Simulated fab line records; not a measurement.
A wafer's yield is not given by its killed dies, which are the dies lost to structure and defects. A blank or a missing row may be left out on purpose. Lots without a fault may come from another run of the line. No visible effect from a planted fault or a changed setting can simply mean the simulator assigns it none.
fab line records | flow nand_harc
record lots=7 | wafers=21 | last_day=25
route steps=1159 shown A_CONTACT@842
lots with no fault: from the same line, run without faults
start_h: start of the lot's first displayed wafer, in hours after the record's first day | wait_h: how many hours have passed since the lot's step before this one | " repeats the value in the row above | L1.1+2: one row covering several wafers at once | - either no value or no given start | * or withheld: withheld | < > ~ a bound
route shown NAME@n: names a module that has steps shown in the file, with the first one's number in the route | usual: the fault-free wafers' mean and standard deviation | same: alike in all rows | chamber/n: place in a boat | sites: each site's reading | _std_site: the standard deviation of these | _edge_site: mean of outer sites minus mean of inner sites | radius_mm: how far each site lies from the wafer's centre | mask NAME#n: copy n | behind: the most recent tool/chamber to have shaped the wafer | hold: cause of the lot's hold/its duration in hours/its outcome | device: whichever transistor did not switch (one of n, p or np) | end of line: tests of these same wafers at the route's end | a step without rows: its recipe alone | killed: at the first sort, the dies lost to defects and structure; wafer yield is something else | map: dies across one wafer; x = killed, . = not, _ = none there
set.NAME: setting as actually run; set.NAME@STEP: the setting as run at that earlier step | model.NAME: the simulator's own value behind a step, which no gauge read
lots at selected steps of the route; one table per step, one row per wafer
services: from which hour (start_h, from the record's first day; less than 0 if before it) a tool's chamber was out of use, for how many hours, and why
## steps
# step NHARC_A_CONTACT_DEP_28
# recipe target_thk_a=36000 | temp_c=400 | material=aC
# usual throttle_valve_pct=35.000/0.0093
lot.wafer | tool       | chamber | start_h | wait_h | throttle_valve_pct
L165.1    | acl_dep-03 | 0       | 394.77  | 0.1    | 34.995
L165.3    | "          | 0       | "       | "      | 35.005
L165.4    | "          | 0       | "       | "      | 35.001
L169.1    | acl_dep-03 | 0       | 429.19  | 0.1    | 35.005
L169.4    | "          | 0       | 430.31  | 1.2    | 34.994
L169.6    | "          | 0       | "       | "      | 34.997
L170.2    | acl_dep-01 | 0       | 429.93  | 0.4    | 34.993
L170.3    | "          | 0       | "       | "      | 35.006
L170.4    | "          | 0       | "       | "      | 35.016
L166.1    | acl_dep-01 | 0       | 433.72  | 0.3    | 34.998
L166.2    | "          | 0       | "       | "      | 34.997
L166.3    | "          | 0       | "       | "      | 35.006
L175.1    | acl_dep-03 | 0       | 469.16  | 0.6    | 34.971
L175.2    | "          | 0       | "       | "      | 35.023
L175.3    | "          | 0       | "       | "      | 35.004
L179.2    | acl_dep-01 | 0       | 503.27  | 0.4    | 35.003
L179.3    | "          | 0       | "       | "      | 35.012
L179.5    | "          | 0       | "       | "      | 35.000
L180.2    | acl_dep-01 | 0       | 508.20  | 1.1    | 35.010
L180.3    | "          | 0       | "       | "      | 35.017
L180.6    | "          | 0       | 509.69  | 2.6    | 34.976
# step NHARC_A_CONTACT_DEP_29
# recipe target_thk_a=700 | target_thk_nm=70 | temp_c=400 | pressure_torr=3.5 | flow_sccm=200 | rf_w=350 | material=SiON
# usual heater_power_w=731/84
lot.wafer | tool     | chamber | start_h | wait_h | heater_power_w
L165.3    | pecvd-03 | 2       | 397.00  | 1.1    | 753
L165.1    | "        | 0       | "       | "      | 631
L165.4    | "        | 2       | "       | "      | 775
L169.1    | pecvd-02 | 2       | 431.52  | 2.0    | 662
L169.4    | "        | 1       | "       | "      | 837
L169.6    | "        | 2       | "       | "      | 672
L170.2    | pecvd-02 | 2       | 431.84  | 1.5    | 719
L170.3    | "        | 0       | "       | "      | 684
L170.4    | "        | 1       | "       | "      | 728
L166.3    | pecvd-04 | 0       | 435.95  | 1.1    | 906
L166.1    | "        | 1       | "       | "      | 787
L166.2    | "        | 2       | "       | "      | 644
L175.3    | pecvd-04 | 2       | 471.38  | 1.1    | 674
L175.2    | "        | 0       | "       | "      | 891
L175.1    | "        | 1       | "       | "      | 773
L179.2    | pecvd-03 | 0       | 505.13  | 1.5    | 677
L179.3    | "        | 1       | "       | "      | 804
L179.5    | "        | 1       | "       | "      | 821
L180.2    | pecvd-02 | 0       | 510.09  | 1.5    | 591
L180.3    | "        | 2       | "       | "      | 719
L180.6    | "        | 2       | "       | "      | 723
# step NHARC_A_CONTACT_DEHYDRATE_32
# recipe temp_c=150 | time_s=120
# step NHARC_A_CONTACT_HMDS_33
# recipe time_s=30
# step NHARC_A_CONTACT_COAT_34
# recipe temp_c=260 | time_s=75
# step NHARC_A_CONTACT_COAT_35
# recipe temp_c=225 | time_s=65
# step NHARC_A_CONTACT_COAT_36
# recipe spin_rpm=1500 | resist_thk_nm=90
# step NHARC_A_CONTACT_SOFTBAKE_37
# recipe temp_c=105 | time_s=55
# step NHARC_A_CONTACT_EBR_38
# step NHARC_A_CONTACT_EXPOSE_39
# recipe na=1.35 | sigma_outer=0.8 | dose_mj=58.79 | mask_id=A_CC_3
# step NHARC_A_CONTACT_PEB_40
# recipe peb_temp_c=100 | peb_time_s=65
# step NHARC_A_CONTACT_DEVELOP_41
# recipe develop_time_s=35 | dev_temp_c=23
# usual chill_plate_temp_C=23.00/0.1 | develop_time_s=35/0
lot.wafer | tool           | chamber | start_h | wait_h | chill_plate_temp_C | develop_time_s
L165.1    | litho_track-04 | 0       | 397     | -      | 23.13              | 35
L165.3    | "              | 0       | "       | "      | 22.89              | 35
L165.4    | "              | 0       | "       | "      | 22.98              | 35
L169.1    | litho_track-04 | -       | 431     | -      | -                  | -
L169.4    | "              | -       | "       | "      | -                  | -
L169.6    | "              | -       | "       | "      | -                  | -
L170.2    | litho_track-01 | -       | 432     | -      | -                  | -
L170.3    | "              | -       | "       | "      | -                  | -
L170.4    | "              | -       | "       | "      | -                  | -
L166.1    | litho_track-04 | -       | 436     | -      | -                  | -
L166.2    | "              | -       | "       | "      | -                  | -
L166.3    | "              | -       | "       | "      | -                  | -
L175.1    | litho_track-01 | 0       | 472     | -      | 23.04              | 35
L175.2    | "              | 0       | "       | "      | 23.03              | 35
L175.3    | "              | 0       | "       | "      | 22.90              | 35
L179.2    | litho_track-06 | 0       | 505     | -      | 22.96              | 35
L179.3    | "              | 0       | "       | "      | 22.94              | 35
L179.5    | "              | 0       | "       | "      | 22.92              | 35
L180.2    | litho_track-01 | 0       | 510     | -      | 23.06              | 35
L180.3    | "              | 0       | "       | "      | 23.34              | 35
L180.6    | "              | 0       | "       | "      | 22.95              | 35
# step NHARC_A_CONTACT_CD_MEAS_42
# recipe target_cd_nm=200 | landing_energy_ev=500
# usual cd_nm=200.4/0.65
# same landing_energy_ev=500
lot.wafer | tool      | chamber | start_h | wait_h | cd_nm
L165.1    | cd_sem-02 | 0       | 397.72  | -      | 200.9
L165.3    | "         | 0       | "       | "      | 201.6
L165.4    | "         | 0       | "       | "      | 200.9
L169.1    | cd_sem-03 | 0       | 432.05  | -      | -
L169.4    | "         | 0       | "       | "      | -
L169.6    | "         | 0       | "       | "      | -
L170.2    | cd_sem-01 | 0       | 432.41  | -      | -
L170.3    | "         | 0       | "       | "      | -
L170.4    | "         | 0       | "       | "      | -
L166.1    | cd_sem-03 | 0       | 436.67  | -      | -
L166.2    | "         | 0       | "       | "      | -
L166.3    | "         | 0       | "       | "      | -
L175.1    | cd_sem-03 | 0       | 472.10  | -      | 200.3
L175.2    | "         | 0       | "       | "      | 199.5
L175.3    | "         | 0       | "       | "      | 201.2
L179.2    | cd_sem-03 | 0       | 505.77  | -      | 200.5
L179.3    | "         | 0       | "       | "      | 200.2
L179.5    | "         | 0       | "       | "      | 200.4
L180.2    | cd_sem-02 | 0       | 510.77  | -      | 201.3
L180.3    | "         | 0       | "       | "      | 199.9
L180.6    | "         | 0       | "       | "      | 199.5
## services
tool           | chamber | start_h | hours | kind
pecvd-04       | -       | 376.19  | 13.0  | pm
pecvd-04       | 0       | 376.19  | 13.0  | vent_cycle
pecvd-04       | 1       | 376.19  | 13.0  | vent_cycle
pecvd-04       | 2       | 376.19  | 14.4  | vent_cycle
pecvd-04       | 0       | 389.19  | -     | clean
pecvd-04       | 1       | 389.19  | -     | clean
litho_track-04 | -       | 394.71  | -     | consumable_replace:filter
acl_dep-03     | -       | 406.13  | 13.0  | pm
pecvd-04       | 1       | 441.35  | 3.8   | repair
litho_track-01 | -       | 443.00  | 7.0   | pm
pecvd-03       | 0       | 451.16  | 4.9   | repair
litho_track-06 | -       | 467.00  | 7.0   | pm
pecvd-03       | -       | 473.03  | 13.0  | pm
pecvd-03       | 0       | 473.03  | 13.0  | vent_cycle
pecvd-03       | 1       | 473.03  | 13.0  | vent_cycle
pecvd-03       | 2       | 473.03  | 13.0  | vent_cycle
acl_dep-01     | -       | 474.26  | 13.0  | pm
pecvd-03       | 0       | 486.03  | -     | clean
pecvd-03       | 1       | 486.03  | -     | clean
pecvd-03       | 2       | 486.03  | -     | clean
litho_track-04 | -       | 491.00  | 7.0   | pm
pecvd-02       | 1       | 509.15  | 12.6  | repair
## key
first_sign step=NHARC_A_CONTACT_DEVELOP_41 | reading=tool_record | direction=missing
effect none on later readings
met_at NHARC_A_CONTACT_DEVELOP_41
struck_wafers L166.1,L166.2,L166.3,L169.1,L169.4,L169.6,L170.2,L170.3,L170.4
later_rows_left_out L166.1,L166.2,L166.3,L169.1,L169.4,L169.6,L170.2,L170.3,L170.4
sort_left_out L166.1,L166.2,L166.3,L169.1,L169.4,L169.6,L170.2,L170.3,L170.4
tester_left_out L166,L169,L170
onset_between 397 431
fault kind=skipped_step_whole | tool=litho_track-01,litho_track-04 | chamber=- | onset_h=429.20 | steps=NHARC_A_CONTACT_DEVELOP_41 | scope=struck_lots_only
# tester_left_out: of these lots the tester's yield and bins aren't shown, on N5 and GAA mostly nor the transistor test; their killed dies are dies lost to structure and defects alone, not to doping, threshold or leakage, so they don't give the yield
# sort_left_out: the simulated sort isn't trusted on such a fault, so these wafers' sort isn't shown, and their yield isn't known
# later_rows_left_out: the simulator's readings of these wafers behind a module that went badly wrong aren't trusted and aren't shown, but for the sort
